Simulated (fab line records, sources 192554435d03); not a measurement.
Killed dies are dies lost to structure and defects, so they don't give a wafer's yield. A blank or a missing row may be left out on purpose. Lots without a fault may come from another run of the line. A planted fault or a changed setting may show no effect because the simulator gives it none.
fab line records | flow n5_finfet
record lots=24 wafers=72 last_day=17
route steps=1938 shown BEOL_M9@1469 BEOL_M10@1474
lots that met no fault: from a run of the same line without faults
start_h: hours from the record's first day to the start of the lot's first wafer shown | wait_h: hours since the lot's step before | " the same as in the row above | L1.1+2: a row that stands for several wafers | - no value, or no start given | * or withheld: withheld | < > ~ a bound
route shown NAME@n: a module of which the file shows steps, and the number in the route of the first | usual: mean/standard deviation of fault-free wafers | same: alike in all rows | chamber/n: place in a boat | sites: the reading at each site | _std_site: their standard deviation | _edge_site: outer sites' mean less inner sites' | radius_mm: how far each site lies from the wafer's centre | mask NAME#n: copy n | behind: the tool/chamber that last shaped the wafer | hold: why the lot was held/for how many hours/how that ended | device: the transistor (n, p or np) that didn't switch | end of line: the same wafers' tests at the end of the route | a step without rows: its recipe alone | killed: dies lost to structure and defects at the first sort, not the wafer's yield | map: a wafer's dies, x killed, . not, _ none there
set.NAME: the setting as run; set.NAME@STEP: as run at that earlier step | model.NAME: the simulator's own value behind a step, which no gauge read
steps of the route over a sample of lots; a table a step, a row a wafer
services: from which hour (start_h, from the record's first day; less than 0 if before it) a tool's chamber was out of use, for how many hours, and why
## steps
# step N5_BEOL_M9_INSPECT_58
# recipe inspect_instrument=darkfield mode=post_dep
# usual raw_defect_count=68/29
# columns lot.wafer tool chamber start_h wait_h raw_defect_count
L075.1 defect_inspect-01 - 220.65 0.0 105
L075.3 " - " " 82
L075.6 " - " " 83
L074.2 defect_inspect-01 - 221.99 0.0 63
L074.4 " - " " 66
L074.5 " - " " 78
L077.2 defect_inspect-01 - 230.59 0.0 62
L077.3 " - " " 70
L077.6 " - " " 74
L078.2 defect_inspect-01 - 231.43 0.0 69
L078.3 " - " " 86
L078.5 " - " " 64
L079.1 defect_inspect-02 - 235.04 0.0 76
L079.4 " - " " 69
L079.6 " - " " 112
L076.1 defect_inspect-01 - 240.22 0.0 54
L076.2 " - " " 61
L076.3 " - " " 56
L081.2 defect_inspect-02 - 243.76 0.0 120
L081.3 " - " " 93
L081.4 " - " " 75
L080.2 defect_inspect-01 - 248.52 0.0 70
L080.3 " - " " 63
L080.6 " - " " 52
L082.1 defect_inspect-01 - 257.96 0.0 58
L082.2 " - " " 36
L082.4 " - " " 63
L083.1 defect_inspect-01 - 262.98 0.0 39
L083.3 " - " " 77
L083.6 " - " " 58
L084.1 defect_inspect-01 - 272.32 0.0 75
L084.5 " - " " 90
L084.6 " - " " 78
L085.4 defect_inspect-01 - 282.21 0.0 57
L085.5 " - " " 45
L085.6 " - " " 111
L087.2 defect_inspect-01 - 283.85 0.0 38
L087.5 " - " " 26
L087.6 " - " " 51
L088.1 defect_inspect-02 - 291.22 0.0 38
L088.2 " - " " 65
L088.6 " - " " 44
L086.1 defect_inspect-02 - 295.89 0.0 66
L086.3 " - " " 78
L086.4 " - " " 50
L089.1 defect_inspect-01 - 300.12 0.0 47
L089.3 " - " " 78
L089.5 " - " " 23
L091.1 defect_inspect-01 - 311.16 0.0 74
L091.3 " - " " 35
L091.5 " - " " 52
L090.3 defect_inspect-01 - 311.98 0.0 55
L090.4 " - " " 79
L090.6 " - " " 47
L093.1 defect_inspect-02 - 320.96 0.0 78
L093.3 " - " " 119
L093.4 " - " " 194
L092.1 defect_inspect-01 - 327.96 0.0 36
L092.2 " - " " 31
L092.6 " - " " 33
L094.1 defect_inspect-01 - 336.50 0.0 37
L094.5 " - " " 105
L094.6 " - " " 75
L095.2 defect_inspect-01 - 337.05 0.0 65
L095.3 " - " " 95
L095.5 " - " " 33
L096.1 defect_inspect-02 - 341.15 0.0 35
L096.2 " - " " 65
L096.5 " - " " 39
L097.2 defect_inspect-01 - 347.83 0.0 55
L097.3 " - " " 48
L097.6 " - " " 58
# step N5_BEOL_M10_HM_DEP_02
# recipe material=TiN target_thk_a=200 temp_c=25 chamber_pressure_pa=0.49996
# usual substrate_temp_c=25.02/0.12 throttle_valve_pct=30.0/1.5
# columns lot.wafer tool chamber start_h wait_h substrate_temp_c throttle_valve_pct
L075.1 pvd_sputter-02 - 224.15 1.9 25.08 31.6
L075.3 " - " " 25.14 27.8
L075.6 " - " " 25.03 31.2
L074.2 pvd_sputter-02 - 224.61 0.8 24.89 27.7
L074.4 " - " " 24.96 30.4
L074.5 " - " " 25.01 31.6
L077.2 pvd_sputter-01 - 231.86 0.6 25.09 28.3
L077.3 " - " " 24.90 29.9
L077.6 " - " " 24.96 29.9
L078.2 pvd_sputter-03 - 232.93 0.3 25.20 29.8
L078.3 " - " " 25.33 29.0
L078.5 " - " " 25.25 31.9
L079.1 pvd_sputter-02 - 238.17 2.5 24.94 32.0
L079.4 " - " " 25.01 27.9
L079.6 " - " " 25.13 27.4
L076.1 pvd_sputter-01 - 241.87 1.0 24.82 28.6
L076.2 " - " " 24.95 28.6
L076.3 " - " " 25.00 30.8
L081.2 pvd_sputter-02 - 245.50 1.1 24.93 32.2
L081.3 " - " " 25.04 30.3
L081.4 " - " " 25.19 31.5
L080.2 pvd_sputter-03 - 249.89 0.7 24.90 31.5
L080.3 " - " " 25.11 31.6
L080.6 " - " " 25.01 29.7
L082.1 pvd_sputter-02 - 259.72 1.1 24.90 27.7
L082.2 " - " " 25.03 31.6
L082.4 " - " " 25.12 30.4
L083.1 pvd_sputter-02 - 266.58 2.9 25.07 32.1
L083.3 " - " " 24.98 31.6
L083.6 " - " " 25.06 30.2
L084.1 pvd_sputter-02 - 275.90 2.4 25.05 31.4
L084.5 " - " " 25.24 31.8
L084.6 " - " " 25.02 31.6
L085.4 pvd_sputter-01 - 283.45 0.1 24.96 28.3
L085.5 " - " " 25.22 30.9
L085.6 " - " " 24.84 28.5
L087.2 pvd_sputter-03 - 286.14 1.1 25.10 31.7
L087.5 " - " " 25.10 29.2
L087.6 " - " " 24.69 31.9
L088.1 pvd_sputter-01 - 294.03 1.9 24.84 30.0
L088.2 " - " " 24.85 28.4
L088.6 " - " " 24.89 28.4
L086.1 pvd_sputter-01 - 297.45 0.8 25.14 30.9
L086.3 " - " " 25.16 29.9
L086.4 " - " " 25.09 28.2
L089.1 pvd_sputter-02 - 304.64 3.7 25.08 30.2
L089.3 " - " " 25.12 31.6
L089.5 " - " " 25.06 31.8
L091.1 pvd_sputter-02 - 312.92 1.1 24.89 27.7
L091.3 " - " " 24.95 32.0
L091.5 " - " " 24.90 31.6
L090.3 pvd_sputter-02 - 313.38 0.5 25.16 30.0
L090.4 " - " " 25.08 31.6
L090.6 " - " " 24.87 27.7
L093.1 pvd_sputter-01 - 322.52 0.9 24.94 28.2
L093.3 " - " " 25.02 28.7
L093.4 " - " " 25.09 28.4
L092.1 pvd_sputter-01 - 330.92 1.8 25.02 28.4
L092.2 " - " " 25.18 30.9
L092.6 " - " " 24.92 28.2
L094.1 pvd_sputter-03 - 337.23 0.0 24.98 31.6
L094.5 " - " " 25.08 31.9
L094.6 " - " " 24.83 29.8
L095.2 pvd_sputter-03 - 337.88 0.1 24.83 28.9
L095.3 " - " " 24.70 31.8
L095.5 " - " " 25.03 29.8
L096.1 pvd_sputter-01 - 344.74 2.9 25.14 28.4
L096.2 " - " " 25.06 30.1
L096.5 " - " " 25.04 30.2
L097.2 pvd_sputter-03 - 348.82 0.3 25.01 31.5
L097.3 " - " " 24.97 29.1
L097.6 " - " " 24.94 30.1
# step N5_BEOL_M10_ETCH_62
# recipe chemistry=N2/H2 target=SOC target_depth_a=1100 overetch_a=220 mask_material=SiARC temp_c=40 time_s=165 ion_energy_ev=200 pressure_mtorr=30 source_w=840 bias_w=150 n2_flow_sccm=200 h2_flow_sccm=200
# usual drypump_motor_current_A=5.7/0.45 oes_product_au=0.68/0.065 rf_vpp_V=523.9/2.5 showerhead_plenum_p_Torr=2.54/0.087 throttle_valve_pct=17.78/0.28
# columns lot.wafer tool chamber start_h wait_h drypump_motor_current_A oes_product_au rf_hours_counter_h rf_vpp_V showerhead_plenum_p_Torr throttle_valve_pct
L075.1 rie_diel-03 2 224.82 0.0 5.9 0.71 53 523.9 2.47 17.66
L075.3 " 1 " " 6.7 0.74 45 521.8 2.47 17.63
L075.6 " 3 " " 5.7 0.68 - 527.5 2.68 17.96
L074.2 rie_diel-01 3 225.68 0.0 5.2 0.69 67 522.3 2.47 17.78
L074.4 " 0 " " 5.1 0.67 87 522.4 2.46 17.46
L074.5 " 2 " " 5.8 0.59 - 522.5 2.52 18.45
L077.2 rie_diel-05 0 232.53 0.0 5.5 0.68 85 528.5 2.67 17.39
L077.3 " 2 " " 6.2 0.58 244 526.1 2.62 18.15
L077.6 " 3 " " 5.6 0.60 - 522.8 2.52 17.99
L078.2 rie_diel-03 1 233.60 0.0 6.7 0.74 48 521.2 2.47 17.63
L078.3 " 2 " " 5.9 0.70 56 522.4 2.47 17.69
L078.5 " 1 " " 6.8 0.74 - 521.6 2.47 17.63
L079.1 rie_diel-01 3 238.72 0.0 5.2 0.70 72 520.9 2.47 17.77
L079.4 " 2 " " 5.8 0.59 249 523.0 2.52 18.47
L079.6 " 3 " " 5.2 0.69 - 522.6 2.47 17.79
L076.1 rie_diel-01 3 242.73 0.0 5.2 0.70 73 522.9 2.47 17.80
L076.2 " 1 " " 5.6 0.72 55 524.4 2.58 17.56
L076.3 " 0 " " 5.1 0.67 93 522.1 2.46 17.46
L081.2 rie_diel-05 3 247.34 0.0 5.6 0.60 216 524.5 2.52 18.00
L081.3 " 0 " " 5.5 0.67 90 529.0 2.66 17.39
L081.4 " 2 " " 6.2 0.58 248 524.3 2.62 18.17
L080.2 rie_diel-05 0 250.77 0.0 5.5 0.67 91 528.6 2.66 17.40
L080.3 " 1 " " 5.5 0.61 222 524.8 2.50 18.19
L080.6 " 3 " " 5.6 0.61 - 522.7 2.52 17.99
L082.1 rie_diel-05 3 260.39 0.0 5.6 0.60 221 524.8 2.51 18.02
L082.2 " 0 " " 5.5 0.67 95 527.5 2.66 17.39
L082.4 " 3 " " 5.6 0.60 - 524.1 2.51 18.01
L083.1 rie_diel-01 1 267.25 0.0 5.6 0.71 67 524.9 2.57 17.56
L083.3 " 3 " " 5.2 0.68 85 522.3 2.46 17.81
L083.6 " 3 " " 5.2 0.68 - 520.6 2.46 17.80
L084.1 rie_diel-03 1 276.79 0.0 6.8 0.72 62 522.2 2.46 17.65
L084.5 " 1 " " 6.8 0.73 - 522.9 2.46 17.65
L084.6 " 0 " " 5.5 0.80 - 526.5 2.71 17.39
L085.4 rie_diel-01 1 284.50 0.0 5.6 0.70 74 524.2 2.57 17.56
L085.5 " 0 " " 5.1 0.66 - 520.5 2.45 17.51
L085.6 " 3 " " 5.2 0.67 - 521.4 2.46 17.82
L087.2 rie_diel-05 3 286.89 0.0 5.6 0.59 234 523.7 2.51 18.03
L087.5 " 2 " " 6.2 0.79 - 526.6 2.62 17.75
L087.6 " 1 " " 5.5 0.60 - 522.7 2.50 18.24
L088.1 rie_diel-01 2 294.70 0.0 5.8 0.81 11 522.9 2.51 18.06
L088.2 " 1 " " 5.6 0.71 78 524.6 2.57 17.58
L088.6 " 2 " " 5.8 0.81 - 520.7 2.51 18.06
L086.1 rie_diel-05 3 298.04 0.1 5.6 0.59 237 523.4 2.51 18.04
L086.3 " 3 " " 5.6 0.59 - 523.0 2.51 18.02
L086.4 " 0 " " 5.6 0.66 - 526.9 2.65 17.42
L089.1 rie_diel-03 3 305.18 0.0 5.6 0.66 146 526.7 2.66 18.01
L089.3 " 2 " " 5.9 0.68 83 521.8 2.46 17.74
L089.5 " 1 " " 6.8 0.72 - 522.2 2.46 17.66
L091.1 rie_diel-03 1 313.46 0.0 6.7 0.71 76 521.0 2.46 17.69
L091.3 " 0 " " 5.5 0.77 28 527.4 2.70 17.40
L091.5 " 1 " " 6.7 0.70 - 522.3 2.46 17.68
L090.3 rie_diel-03 3 314.05 0.0 5.6 0.66 149 527.9 2.66 18.02
L090.4 " 0 " " 5.5 0.77 28 528.0 2.70 17.41
L090.6 " 1 " " 6.7 0.71 - 520.8 2.46 17.68
L093.1 rie_diel-03 3 323.21 0.0 5.6 0.65 153 526.8 2.66 18.02
L093.3 " 1 " " 6.7 0.71 80 522.6 2.46 17.68
L093.4 " 2 " " 5.9 0.68 90 522.0 2.45 17.75
L092.1 rie_diel-01 3 331.91 0.0 5.2 0.65 112 522.4 2.45 17.87
L092.2 " 0 " " 5.1 0.66 117 520.1 2.45 17.54
L092.6 " 3 " " 5.2 0.66 - 521.9 2.45 17.87
L094.1 rie_diel-05 0 337.90 0.0 5.6 0.65 127 526.8 2.65 17.47
L094.5 " 2 " " 6.2 0.75 - 524.6 2.61 17.77
L094.6 " 3 " " 5.6 0.58 - 523.0 2.50 18.04
L095.2 rie_diel-03 0 338.59 0.0 5.5 0.76 38 529.5 2.70 17.41
L095.3 " 2 " " 6.0 0.67 96 522.0 2.45 17.75
L095.5 " 3 " " 5.6 0.65 - 526.1 2.66 18.03
L096.1 rie_diel-01 2 345.47 0.0 5.8 0.77 32 521.3 2.50 18.09
L096.2 " 1 " " 5.6 0.68 99 524.4 2.56 17.60
L096.5 " 2 " " 5.8 0.77 - 522.5 2.50 18.11
L097.2 rie_diel-05 3 349.49 0.0 5.6 0.57 263 522.8 2.50 18.08
L097.3 " 2 " " 6.1 0.74 34 523.7 2.61 17.79
L097.6 " 0 " " 5.5 0.64 - 527.9 2.65 17.46
# step N5_BEOL_M10_DESCUM_33
# recipe chemistry=O2 time_s=7.9 source_power_w=50 bias_power_w=20 pressure_mtorr=20 rf_frequency_hz=2.712e+07 temp_c=40 resist=CAR-ArF o2_flow_sccm=225
# usual drypump_motor_current_A=5.7/0.41 oes_product_au=0.80/0.083 rf_vpp_V=243.4/1.3 showerhead_plenum_p_Torr=2.11/0.068 throttle_valve_pct=20.37/0.25
# columns lot.wafer tool chamber start_h wait_h drypump_motor_current_A oes_product_au rf_hours_counter_h rf_vpp_V showerhead_plenum_p_Torr throttle_valve_pct
L075.1 rie_diel-05 3 226.14 0.2 5.6 0.72 208 241.2 2.07 20.51
L075.3 " 0 " " 5.5 0.80 83 244.6 2.21 20.13
L075.6 " 2 " " 6.2 0.68 - 243.6 2.13 20.46
L074.2 rie_diel-05 3 227.99 0.1 5.6 0.70 209 243.5 2.07 20.52
L074.4 " 0 " " 5.5 0.79 83 244.2 2.21 20.13
L074.5 " 1 " " 5.5 0.72 - 242.0 2.05 20.72
L077.2 rie_diel-01 1 233.85 0.0 5.5 0.88 51 244.4 2.11 19.93
L077.3 " 2 " " 5.8 0.69 247 244.1 2.05 20.83
L077.6 " 1 " " 5.6 0.88 - 242.7 2.11 19.94
L078.2 rie_diel-01 1 234.71 0.3 5.6 0.88 52 243.5 2.11 19.94
L078.3 " 2 " " 5.8 0.69 248 243.7 2.05 20.83
L078.5 " 2 " " 5.8 0.68 - 241.9 2.05 20.82
L079.1 rie_diel-05 0 241.50 0.5 5.5 0.80 87 244.7 2.21 20.13
L079.4 " 3 " " 5.6 0.71 213 242.8 2.07 20.52
L079.6 " 1 " " 5.5 0.72 - 243.4 2.05 20.75
L076.1 rie_diel-01 3 247.24 1.4 5.2 0.84 76 242.2 2.04 20.57
L076.2 " 1 " " 5.5 0.86 58 242.9 2.11 19.95
L076.3 " 0 " " 5.1 0.80 96 242.2 2.05 20.27
L081.2 rie_diel-01 1 249.26 0.0 5.6 0.87 58 244.9 2.11 19.96
L081.3 " 3 " " 5.2 0.84 76 242.3 2.04 20.58
L081.4 " 3 " " 5.2 0.83 - 242.9 2.04 20.59
L080.2 rie_diel-03 3 252.61 0.0 5.6 0.80 127 245.9 2.18 20.43
L080.3 " 2 " " 5.9 0.84 64 243.2 2.04 20.48
L080.6 " 1 " " 6.7 0.87 - 242.0 2.05 20.46
L082.1 rie_diel-03 2 261.20 0.1 5.9 0.83 67 242.6 2.04 20.49
L082.2 " 0 " " 5.5 0.96 12 246.0 2.24 19.93
L082.4 " 1 " " 6.7 0.86 57 242.4 2.05 20.44
L083.1 rie_diel-05 0 268.39 0.4 5.6 0.78 100 244.6 2.20 20.19
L083.3 " 3 " " 5.6 0.70 226 242.8 2.07 20.55
L083.6 " 1 " " 5.5 0.70 - 241.7 2.05 20.76
L084.1 rie_diel-05 2 278.00 0.3 6.2 0.97 2 243.1 2.12 20.10
L084.5 " 1 " " 5.5 0.71 - 242.0 2.05 20.78
L084.6 " 2 " " 6.2 0.97 - 244.4 2.12 20.12
L085.4 rie_diel-05 2 285.89 0.0 6.2 0.94 6 245.1 2.12 20.11
L085.5 " 0 " " 5.5 0.77 - 243.8 2.20 20.18
L085.6 " 1 " " 5.5 0.70 - 242.2 2.04 20.77
L087.2 rie_diel-05 2 287.85 0.0 6.2 0.96 6 243.6 2.12 20.10
L087.5 " 2 " " 6.2 0.96 - 243.7 2.12 20.10
L087.6 " 1 " " 5.5 0.70 - 243.1 2.04 20.78
L088.1 rie_diel-03 2 296.57 0.0 5.9 0.82 80 242.7 2.04 20.52
L088.2 " 1 " " 6.7 0.86 69 243.0 2.05 20.47
L088.6 " 3 " " 5.6 0.78 - 244.9 2.18 20.45
L086.1 rie_diel-05 2 299.15 0.1 6.2 0.93 9 243.9 2.12 20.12
L086.3 " 3 " " 5.6 0.69 238 243.2 2.06 20.57
L086.4 " 0 " " 5.5 0.77 - 243.4 2.20 20.18
L089.1 rie_diel-03 3 308.90 0.6 5.6 0.79 147 244.4 2.17 20.45
L089.3 " 2 " " 5.9 0.81 84 241.6 2.04 20.51
L089.5 " 0 " " 5.5 0.93 - 244.0 2.23 19.96
L090.3 rie_diel-03 0 315.93 0.1 5.5 0.92 30 245.2 2.23 19.97
L090.4 " 1 " " 6.7 0.84 77 243.6 2.05 20.49
L090.6 " 1 " " 6.7 0.85 - 242.9 2.05 20.49
L091.1 rie_diel-01 3 316.44 0.4 5.2 0.80 105 242.7 2.03 20.62
L091.3 " 2 " " 5.8 0.94 20 241.0 2.04 20.49
L091.5 " 2 " " 5.8 0.93 - 242.9 2.04 20.48
L093.1 rie_diel-03 0 324.77 0.0 5.5 0.93 32 245.6 2.23 19.95
L093.3 " 3 " " 5.6 0.77 153 244.5 2.17 20.47
L093.4 " 1 " " 6.8 0.83 80 243.3 2.05 20.50
L092.1 rie_diel-05 0 333.60 0.0 5.5 0.76 125 243.0 2.19 20.22
L092.2 " 3 " " 5.6 0.67 254 240.6 2.06 20.60
L092.6 " 3 " " 5.6 0.68 - 243.7 2.05 20.60
L095.2 rie_diel-05 2 339.79 0.0 6.2 0.89 29 244.2 2.11 20.15
L095.3 " 0 " " 5.5 0.75 129 245.5 2.19 20.20
L095.5 " 2 " " 6.1 0.90 - 245.1 2.11 20.13
L094.1 rie_diel-05 2 340.26 0.3 6.2 0.89 29 243.1 2.11 20.13
L094.5 " 0 " " 5.5 0.76 - 246.1 2.19 20.21
L094.6 " 2 " " 6.2 0.90 - 243.1 2.11 20.15
L096.1 rie_diel-03 0 346.70 0.0 5.5 0.91 40 245.7 2.23 19.99
L096.2 " 2 " " 5.9 0.80 99 242.6 2.03 20.53
L096.5 " 0 " " 5.5 0.90 - 244.7 2.23 19.99
L097.2 rie_diel-05 2 351.74 0.3 6.2 0.88 34 243.1 2.11 20.15
L097.3 " 0 " " 5.6 0.76 134 243.9 2.19 20.21
L097.6 " 2 " " 6.2 0.89 - 242.2 2.11 20.15
# step N5_BEOL_M10_TRENCH_ETCH_37
# recipe chemistry=C4F6/O2 target_depth_a=1488.3 target=SiCOH_lowk time_s=48 ion_energy_ev=250 pressure_mtorr=30 source_w=345 bias_w=185 Ar_flow_sccm=300 C4F6_flow_sccm=10 O2_flow_sccm=10
# usual drypump_motor_current_A=5.7/0.41 mfc_ar_sccm=300.0/0.93 oes_product_au=0.80/0.081 rf_vpp_V=670/11 showerhead_plenum_p_Torr=2.86/0.084 throttle_valve_pct=20.9/0.33
# columns lot.wafer tool chamber start_h wait_h drypump_motor_current_A mfc_ar_sccm oes_product_au rf_hours_counter_h rf_vpp_V showerhead_plenum_p_Torr throttle_valve_pct
L075.1 rie_diel-05 3 - - 5.6 300.0 0.72 209 651 2.85 21.2
L075.3 " 0 " " 5.5 298.2 0.79 83 675 2.96 20.4
L075.6 " 2 " " 6.2 299.5 0.67 - 667 2.91 21.1
L074.2 rie_diel-05 3 - - 5.6 301.3 0.71 209 649 2.85 21.2
L074.4 " 0 " " 5.5 301.4 0.79 83 677 2.96 20.4
L074.5 " 1 " " 5.5 298.4 0.73 - 664 2.83 21.5
L077.2 rie_diel-01 1 - - 5.6 299.7 0.88 52 663 2.88 20.5
L077.3 " 2 " " 5.8 299.5 0.69 247 666 2.79 21.3
L077.6 " 1 " " 5.6 299.5 0.88 - 663 2.88 20.5
L078.2 rie_diel-01 1 - - 5.6 298.1 0.88 52 663 2.88 20.5
L078.3 " 2 " " 5.8 300.4 0.69 248 667 2.79 21.3
L078.5 " 2 " " 5.8 301.4 0.69 - 668 2.79 21.3
L079.1 rie_diel-05 0 - - 5.5 299.5 0.79 87 675 2.96 20.4
L079.4 " 0 " " 5.5 298.7 0.79 - 678 2.96 20.5
L079.6 " 3 " " 5.6 302.2 0.72 - 651 2.84 21.2
L076.1 rie_diel-01 3 - - 5.2 299.4 0.83 76 680 2.77 21.0
L076.2 " 1 " " 5.6 300.6 0.87 58 664 2.87 20.5
L076.3 " 0 " " 5.1 301.0 0.81 96 672 2.76 20.7
L081.2 rie_diel-01 1 - - 5.6 299.5 0.87 58 662 2.87 20.5
L081.3 " 3 " " 5.2 299.2 0.82 76 680 2.77 21.0
L081.4 " 3 " " 5.2 300.0 0.83 - 680 2.77 21.0
L080.2 rie_diel-03 3 - - 5.6 301.1 0.80 127 677 2.97 21.0
L080.3 " 2 " " 5.9 300.0 0.85 64 690 2.77 20.9
L080.6 " 1 " " 6.7 299.3 0.87 - 685 2.75 20.7
L082.1 rie_diel-03 2 - - 5.9 301.3 0.84 67 687 2.76 20.9
L082.2 " 0 " " 5.5 300.0 0.95 12 669 3.02 20.4
L082.4 " 1 " " 6.7 298.9 0.87 58 683 2.75 20.7
L083.1 rie_diel-05 0 - - 5.5 298.7 0.79 100 675 2.96 20.5
L083.3 " 3 " " 5.6 300.0 0.71 226 650 2.84 21.2
L083.6 " 1 " " 5.5 299.1 0.71 - 663 2.83 21.5
L084.1 rie_diel-05 2 - - 6.2 299.2 0.96 3 667 2.90 20.7
L084.5 " 1 " " 5.5 299.0 0.71 - 664 2.82 21.5
L084.6 " 2 " " 6.2 297.3 0.96 - 667 2.90 20.7
L085.4 rie_diel-05 2 - - 6.2 300.3 0.94 6 666 2.90 20.7
L085.5 " 0 " " 5.5 299.6 0.77 - 679 2.95 20.5
L085.6 " 1 " " 5.5 300.8 0.70 - 662 2.82 21.5
L087.2 rie_diel-05 2 - - 6.1 299.4 0.94 7 666 2.90 20.7
L087.5 " 2 " " 6.1 299.5 0.93 - 667 2.90 20.7
L087.6 " 1 " " 5.5 299.2 0.70 - 662 2.82 21.5
L088.1 rie_diel-03 2 - - 5.9 299.9 0.81 80 688 2.76 20.9
L088.2 " 1 " " 6.7 299.1 0.85 69 684 2.75 20.7
L088.6 " 3 " " 5.6 299.9 0.78 - 677 2.96 21.0
L086.1 rie_diel-05 2 - - 6.2 302.0 0.93 9 666 2.90 20.7
L086.3 " 3 " " 5.6 300.6 0.69 238 650 2.83 21.2
L086.4 " 0 " " 5.5 298.9 0.77 - 677 2.95 20.5
L089.1 rie_diel-03 3 - - 5.6 300.5 0.78 148 675 2.96 21.0
L089.3 " 2 " " 5.9 301.3 0.82 85 687 2.76 20.9
L089.5 " 0 " " 5.5 299.6 0.94 - 669 3.02 20.4
L090.3 rie_diel-03 0 - - 5.5 299.4 0.91 30 667 3.01 20.4
L090.4 " 1 " " 6.7 300.9 0.85 77 684 2.74 20.7
L090.6 " 1 " " 6.7 301.7 0.85 - 683 2.74 20.7
L091.1 rie_diel-01 3 - - 5.2 300.3 0.79 105 678 2.76 21.1
L091.3 " 2 " " 5.8 300.0 0.95 21 666 2.78 21.0
L091.5 " 2 " " 5.8 299.7 0.93 - 666 2.78 21.0
L093.1 rie_diel-03 0 - - 5.5 299.2 0.91 32 669 3.01 20.4
L093.3 " 3 " " 5.6 298.6 0.77 153 677 2.96 21.0
L093.4 " 1 " " 6.8 300.0 0.84 80 685 2.74 20.8
L092.1 rie_diel-05 0 - - 5.5 300.5 0.75 125 676 2.94 20.5
L092.2 " 3 " " 5.6 301.8 0.68 254 649 2.82 21.2
L092.6 " 3 " " 5.6 301.7 0.68 - 650 2.83 21.2
L095.2 rie_diel-05 2 - - 6.2 298.8 0.87 29 667 2.89 20.8
L095.3 " 0 " " 5.5 300.4 0.76 129 676 2.94 20.5
L095.5 " 2 " " 6.2 298.4 0.89 - 667 2.89 20.7
L094.1 rie_diel-05 2 - - 6.2 301.0 0.88 29 668 2.89 20.8
L094.5 " 0 " " 5.6 299.3 0.76 - 676 2.94 20.5
L094.6 " 2 " " 6.2 300.4 0.88 - 667 2.89 20.8
L096.1 rie_diel-03 0 - - 5.5 300.3 0.90 40 670 3.01 20.5
L096.2 " 2 " " 5.9 299.9 0.80 99 686 2.75 20.9
L096.5 " 0 " " 5.5 301.0 0.89 - 669 3.01 20.4
L097.2 rie_diel-05 2 - - 6.2 300.6 0.87 34 667 2.89 20.8
L097.3 " 0 " " 5.5 300.2 0.75 134 677 2.94 20.5
L097.6 " 2 " " 6.2 301.5 0.88 - 665 2.89 20.8
# step N5_BEOL_M10_CURE_72
# recipe temp_c=370 time_s=120 ambient=DMADMS/He material=SiCOH_lowk
# usual lamp_power_pct=52.31/0.054 wafer_temp_C_max=371.8/0.56
# columns lot.wafer tool chamber start_h wait_h lamp_power_pct wafer_temp_C_max
L075.1 uv_cure-02 0 227.21 0.4 52.30 372.1
L075.3 " 0 " " 52.28 371.7
L075.6 " 0 " " 52.34 371.8
L074.2 uv_cure-03 2 228.92 0.3 52.33 372.4
L074.4 " 2 " " 52.39 372.1
L074.5 " 2 " " 52.20 371.7
L077.2 uv_cure-03 2 234.59 0.1 52.24 371.0
L077.3 " 2 " " 52.34 372.0
L077.6 " 2 " " 52.28 371.4
L078.2 uv_cure-02 2 235.46 0.1 52.31 372.2
L078.3 " 2 " " 52.38 372.2
L078.5 " 2 " " 52.32 372.6
L079.1 uv_cure-03 1 242.19 0.0 52.42 372.3
L079.4 " 1 " " 52.24 371.5
L079.6 " 1 " " 52.36 372.5
L076.1 uv_cure-01 1 247.93 0.0 52.37 371.6
L076.2 " 1 " " 52.46 370.8
L076.3 " 1 " " 52.24 371.1
L081.2 uv_cure-03 0 250.08 0.1 52.32 371.1
L081.3 " 0 " " 52.27 371.4
L081.4 " 0 " " 52.38 371.4
L080.2 uv_cure-03 2 253.41 0.1 52.25 371.5
L080.3 " 2 " " 52.31 372.0
L080.6 " 2 " " 52.26 372.1
L082.1 uv_cure-03 2 261.89 0.0 52.29 371.3
L082.2 " 2 " " 52.28 372.3
L082.4 " 2 " " 52.34 371.9
L083.1 uv_cure-02 2 269.08 0.0 52.32 372.9
L083.3 " 2 " " 52.28 372.3
L083.6 " 2 " " 52.30 372.2
L084.1 uv_cure-02 1 278.69 0.0 52.22 371.8
L084.5 " 1 " " 52.33 372.0
L084.6 " 1 " " 52.32 371.7
L085.4 uv_cure-01 2 286.89 0.3 52.25 371.5
L085.5 " 2 " " 52.31 372.2
L085.6 " 2 " " 52.23 371.7
L087.2 uv_cure-03 2 288.60 0.1 52.32 372.5
L087.5 " 2 " " 52.34 372.6
L087.6 " 2 " " 52.31 371.8
L088.1 uv_cure-01 1 297.26 0.0 52.33 371.6
L088.2 " 1 " " 52.42 370.8
L088.6 " 1 " " 52.31 371.3
L086.1 uv_cure-01 0 300.12 0.3 52.35 371.7
L086.3 " 0 " " 52.34 372.1
L086.4 " 0 " " 52.38 372.1
L089.1 uv_cure-02 1 309.77 0.0 52.43 371.5
L089.3 " 1 " " 52.20 371.4
L089.5 " 1 " " 52.29 371.4
L090.3 uv_cure-02 2 316.73 0.1 52.31 372.4
L090.4 " 2 " " 52.20 372.5
L090.6 " 2 " " 52.29 372.4
L091.1 uv_cure-03 1 317.14 0.1 52.28 372.4
L091.3 " 1 " " 52.28 371.7
L091.5 " 1 " " 52.33 372.4
L093.1 uv_cure-02 0 325.46 0.0 52.27 372.0
L093.3 " 0 " " 52.26 372.3
L093.4 " 0 " " 52.36 371.7
L092.1 uv_cure-03 0 334.28 0.0 52.35 370.8
L092.2 " 0 " " 52.29 370.7
L092.6 " 0 " " 52.34 370.7
L095.2 uv_cure-02 1 340.53 0.1 52.33 370.9
L095.3 " 1 " " 52.21 372.4
L095.5 " 1 " " 52.30 371.8
L094.1 uv_cure-02 0 340.94 0.0 52.35 371.9
L094.5 " 0 " " 52.32 372.5
L094.6 " 0 " " 52.31 371.7
L096.1 uv_cure-02 1 347.39 0.0 52.23 371.4
L096.2 " 1 " " 52.29 371.6
L096.5 " 1 " " 52.26 371.5
L097.2 uv_cure-03 2 352.48 0.1 52.37 371.6
L097.3 " 2 " " 52.29 372.1
L097.6 " 2 " " 52.31 371.8
## services
# columns tool chamber start_h hours kind
rie_diel-05 1 213.01 3.8 repair
uv_cure-01 - 215.37 28.1 pm
rie_diel-05 2 241.53 4.6 repair
rie_diel-01 2 242.59 - clean
rie_diel-01 2 242.59 - consumable_replace:focus_ring
rie_diel-01 2 242.59 22.9 scheduled_down
rie_diel-01 2 242.59 22.9 vent_cycle
rie_diel-05 2 253.64 - clean
rie_diel-05 2 253.64 - consumable_replace:focus_ring
rie_diel-03 0 277.30 4.8 repair
uv_cure-02 - 289.28 1.5 repair
rie_diel-01 0 293.25 34.3 repair
rie_diel-05 2 294.72 3.8 repair
uv_cure-03 - 294.98 7.5 pm
rie_diel-05 0 303.23 6.3 repair
uv_cure-02 - 303.77 1.3 repair
uv_cure-01 - 308.01 1.1 repair
uv_cure-02 - 335.57 0.5 repair
uv_cure-02 - 341.70 1.4 repair
uv_cure-03 - 346.68 2.8 pm
uv_cure-01 - 352.65 0.8 repair
## key
fault none
